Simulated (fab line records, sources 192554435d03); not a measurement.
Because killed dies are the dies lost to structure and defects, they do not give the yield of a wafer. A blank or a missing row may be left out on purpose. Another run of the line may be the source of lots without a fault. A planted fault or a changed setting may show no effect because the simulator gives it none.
Which tool is to blame? -- flow n5Finfet -- 25 wafers from 9 lots sampled at 5 of the route's 1938 steps

## WHAT THE GAUGES READ, wafer by wafer
N5_BEOL_M4_RC_MEAS_101.
lot,measured,on,DIBL_N (mV/V),DIBL_P (mV/V),IOFF_N (nA/um),IOFF_N_85C (nA/um),IOFF_N_LIN (nA/um),IOFF_N_LONG (nA/um),IOFF_P (nA/um),ION_N (uA/um),ION_P (uA/um),SS_N (mV/dec),SS_P (mV/dec),VT_N (mV),VT_N_LONG (mV),VT_P (mV),VT_P_LVT (mV)
L870,day 10 20:59,prober-02,35.1 39.1 37.9,34 39 37,0.13 0.20 0.18,2.6 3.8 3.4,0.066 0.090 0.083,5.46e-05 5.43e-05 5.52e-05,0.21 0.28 0.25,659 675 673,461 466 465,70.7 72.3 71.7,72.9 73.6 73.7,250 248 248,273.6 277.5 277.3,-249 -246 -245,-98 -96 -97
L875,day 13 01:20,prober-02,37.0 38.4 36.7,38 39 37,0.19 0.20 0.19,3.6 3.8 3.6,0.085 0.089 0.085,5.63e-05 5.62e-05 5.85e-05,0.25 0.25 0.23,671 679 683,455 465 464,72.0 72.7 72.6,73.9 74.4 73.6,246 249 250,271.9 271.7 274.0,-247 -249 -249,-97 -98 -98
L876,day 12 13:42,prober-02,35.9 31.9 35.3,36 31 34,0.16 0.10 0.16,3.2 2.2 3.2,0.076 0.054 0.075,5.72e-05 5.76e-05 5.81e-05,0.18 0.13 0.17,671 663 670,449 451 453,71.5 69.7 70.8,74.0 72.0 72.7,248 252 246,275.5 272.9 270.9,-250 -256 -255,-103 -105 -102
L884,day 15 11:49,prober-02,36.9 39.8,34 37,31.55 0.22,269.5 4.2,15.020 0.097,0.010481 5.88e-05,0.20 0.24,964 688,470 465,70.9 71.8,72.9 73.6,98 243,124.2 271.9,-247 -247,-180 -96
L887,day 15 19:12,prober-01,34.4 35.0,36 37,0.14 28.41,2.7 243.0,0.066 13.489,5.26e-05 0.0095834,0.16 0.19,672 952,458 466,71.9 72.0,72.9 73.1,251 102,273.8 125.8,-255 -256,-104 -181
L888,day 15 19:40,prober-02,36.0 34.3 38.8,35 33 39,30.17 0.15 0.24,247.6 2.8 4.4,14.306 0.073 0.110,0.010063 5.85e-05 5.88e-05,0.22 0.20 0.29,932 670 688,460 459 464,71.3 71.2 72.0,72.8 72.3 73.4,99 248 243,123.2 273.4 270.1,-247 -248 -247,-178 -98 -94
L889,day 17 04:29,prober-01,35.1 36.6 35.3,37 38 37,0.15 0.19 0.15,2.9 3.5 2.9,0.072 0.084 0.067,5.4e-05 5.54e-05 5.49e-05,0.23 0.23 0.21,659 682 665,460 457 454,71.3 72.4 71.9,73.8 73.2 73.4,250 248 252,276.0 273.7 275.1,-250 -250 -250,-99 -99 -101
L890,day 15 22:50,prober-02,37.6 39.2 36.5,38 41 37,0.17 0.21 0.15,3.3 3.9 2.9,0.081 0.096 0.070,5.42e-05 5.4e-05 5.45e-05,0.20 0.28 0.20,673 674 675,458 466 462,71.3 72.2 71.2,73.8 75.1 73.9,248 249 248,275.1 276.1 276.5,-252 -249 -254,-99 -96 -99
L892,day 16 04:26,prober-02,39.9 36.0 35.4,39 34 33,0.22 0.14 0.13,4.0 2.7 2.6,0.098 0.067 0.064,5.29e-05 5.13e-05 5.25e-05,0.24 0.17 0.17,707 661 670,474 450 460,72.3 70.8 70.4,74.2 73.0 72.0,244 250 251,276.6 276.8 277.8,-250 -252 -248,-98 -103 -102

## WHICH TOOL RAN EACH LOT (tool, then ch and the chambers of the sampled wafers, then the start)
lot,N5_DUMMY_REMOVAL_HM_STRIP_01,N5_HKMG_FIN_HK_ALD_01,N5_HKMG_FIN_ALD_75,N5_HKMG_FIN_ETCH_58
L870,"rieDiel-06 ch 2,3, day 3 20:16","aldHk-01 ch 0,1,2, day 3 20:49","aldHk-03 ch 0,1,2, day 3 21:21","rieDiel-03 ch 2,3, day 3 22:13"
L875,"rieDiel-05 ch 1,2,3, day 5 05:53","aldHk-03 ch 0,3, day 5 06:26","aldHk-02 ch 1,2,3, day 5 06:55","rieDiel-03 ch 0,1,2, day 5 08:04"
L876,"rieDiel-02 ch 0,1, day 5 11:00","aldHk-01 ch 0,2, day 5 11:34","aldHk-03 ch 0,2, day 5 12:02","rieDiel-04 ch 0,2, day 5 12:53"
L884,"rieDiel-06 ch 1,2, day 7 07:47","aldHk-03 ch 0,3, day 7 08:22","aldHk-02 ch 0,3, day 7 09:03","rieDiel-03 ch 0, day 7 09:54"
L887,"rieDiel-05 ch 0,1, day 8 03:41","aldHk-02 ch 1,3, day 8 04:16","aldHk-02 ch 0,2, day 8 04:45","rieDiel-03 ch 1,2, day 8 05:37"
L888,"rieDiel-06 ch 0,2, day 8 11:00","aldHk-03 ch 1,3, day 8 11:33","aldHk-03 ch 0,1,3, day 8 12:08","rieDiel-03 ch 2,3, day 8 12:59"
L889,"rieDiel-05 ch 0,1,3, day 8 15:10","aldHk-02 ch 1,2, day 8 15:43","aldHk-03 ch 0,1,3, day 8 16:11","rieDiel-01 ch 0,1,2, day 8 17:03"
L890,"rieDiel-05 ch 0,2,3, day 9 02:52","aldHk-02 ch 0,2,3, day 9 03:27","aldHk-01 ch 0,1,3, day 9 04:01","rieDiel-04 ch 1,2,3, day 9 04:56"
L892,"rieDiel-06 ch 0,1,3, day 9 09:36","aldHk-03 ch 1,3, day 9 10:17","aldHk-01 ch 0,1,3, day 9 10:49","rieDiel-04 ch 0,1, day 9 11:40"
- N5_DUMMY_REMOVAL_HM_STRIP_01: strips SiNx in CH3F/O2, stops on poly-Si, target depth 4 nm, time 6.8 s.
- N5_HKMG_FIN_HK_ALD_01: deposits HfO2, target thk 1.6 nm, pulse time 3 s, purge time 3 s.
- N5_HKMG_FIN_ALD_75: deposits Al2O3, target thk 1 nm, co reactant pulse time 1 s.
- N5_HKMG_FIN_ETCH_58: etches SOC in N2/H2, target depth 215.8 nm, time 741 s.

## WHAT THE TOOLS THEMSELVES READ (means of the sampled wafers that have a number; where no wafer has one, the mark that the record gives instead)
N5_DUMMY_REMOVAL_HM_STRIP_01.
lot,tool,biasW (W),drypumpMotorCurrentA (A),mfcArSccm (sccm),oesProductAu (a.u.),rfVppV (V),showerheadPlenumPTorr (Torr),throttleValvePct (%)
L870,rieDiel-06,29.10,5.7,149.8,0.59,127.3,2.02,16.43
L875,rieDiel-05,29.02,5.8,150.0,0.62,128.8,2.04,16.31
L876,rieDiel-02,29.04,5.3,150.1,0.62,126.7,1.96,16.53
L884,rieDiel-06,28.97,5.5,149.3,0.64,128.2,2.04,16.13
L887,rieDiel-05,29.05,5.2,149.6,0.59,127.2,2.00,16.46
L888,rieDiel-06,28.99,5.7,150.2,0.62,127.9,2.00,16.45
L889,rieDiel-05,28.98,5.4,149.7,0.59,127.1,1.96,16.41
L890,rieDiel-05,29.04,5.6,150.7,0.61,127.3,1.98,16.32
L892,rieDiel-06,29.05,5.8,150.2,0.68,127.8,2.04,16.23

N5_HKMG_FIN_HK_ALD_01.
lot,tool,precursorPulseHeightRel
L870,aldHk-01,0.984
L875,aldHk-03,1.016
L876,aldHk-01,1.012
L884,aldHk-03,0.984
L887,aldHk-02,0.995
L888,aldHk-03,1.010
L889,aldHk-02,1.014
L890,aldHk-02,1.002
L892,aldHk-03,1.002

N5_HKMG_FIN_ALD_75.
lot,tool,heaterPowerW (W),precursorPulseHeightRel
L870,aldHk-03,161,1.011
L875,aldHk-02,137,1.010
L876,aldHk-03,169,0.996
L884,aldHk-02,128,0.985
L887,aldHk-02,128,1.016
L888,aldHk-03,158,1.017
L889,aldHk-03,158,0.993
L890,aldHk-01,155,1.002
L892,aldHk-01,154,1.032

N5_HKMG_FIN_ETCH_58.
lot,tool,biasW (W),drypumpMotorCurrentA (A),oesProductAu (a.u.),rfVppV (V),runLengthS (s),showerheadPlenumPTorr (Torr),throttleValvePct (%)
L870,rieDiel-03,13.01,5.85,0.78,99.5,763.9,2.58,17.66
L875,rieDiel-03,12.97,5.76,0.77,100.1,764.2,2.54,17.76
L876,rieDiel-04,13.01,5.57,0.70,99.6,764.4,2.59,18.02
L884,rieDiel-03,13.03,5.57,0.72,99.3,598.0,2.50,17.69
L887,rieDiel-03,13.03,5.85,0.77,99.2,598.0,2.54,17.84
L888,rieDiel-03,13.00,5.77,0.77,98.6,653.1,2.49,17.62
L889,rieDiel-01,12.99,5.65,0.80,100.0,763.9,2.57,17.97
L890,rieDiel-04,12.97,5.53,0.79,99.0,764.3,2.59,17.96
L892,rieDiel-04,13.00,5.92,0.95,98.8,764.6,2.49,17.66

## THE ANSWER, worked out from the rows above alone
Rule: the lots themselves supply what counts as usual. The widest of any qualifying gaps counts: lots, ordered by their means at a reading, are off when they make up no more than a third of the lots, leave a main group of 4 or more, and stand apart from it by 3 or more times the standard deviation of that group's means. The tables above print the reading to a certain number of digits; a main group whose means all agree to those digits is not used. Also off: a lot with no number at a reading for which 4 or more lots have one. The other lots that the step has rows for count as sound. The gauges are gone through in route order, then the tools' own readings, and for those a lot's mean is taken as printed above. The first step at which some lot is off is used, and at that step the reading that is off furthest; a lot without a number counts as furthest.
Off: L884, L887, L888, seen at N5_BEOL_M4_RC_MEAS_101 (IOFF_N_LONG). Mean 5.51e-05 nA/um and standard deviation 1.8e-06 in the main group.
A tool fits if, at a process step before that reading, it ran every lot that is off, and no sound lot after the first of them. The gauges at N5_BEOL_M4_RC_MEAS_101 aren't tried: what is off there is off at N5_HKMG_FIN_ETCH_58 too, on other tools, and a gauge's error can't cause that. One fits: N5_HKMG_FIN_ETCH_58 on rieDiel-03. Its last sound lot is L875 (day 5 08:04), its first lot that is off L884 (day 7 09:54): a fault that began between those two fits.
On the lots that are off, the tool's own readings at N5_HKMG_FIN_ETCH_58 differ by more than 5 times the standard deviation of the sound lots' means, which bears it out; runLengthS reads 616.4 s there versus 764.2 s on the sound lots.

## WHAT HAD BEEN PUT IN BY THE SIMULATOR
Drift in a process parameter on rieDiel-03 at N5_HKMG_FIN_ETCH_58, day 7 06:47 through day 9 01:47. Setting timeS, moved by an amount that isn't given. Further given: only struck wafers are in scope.
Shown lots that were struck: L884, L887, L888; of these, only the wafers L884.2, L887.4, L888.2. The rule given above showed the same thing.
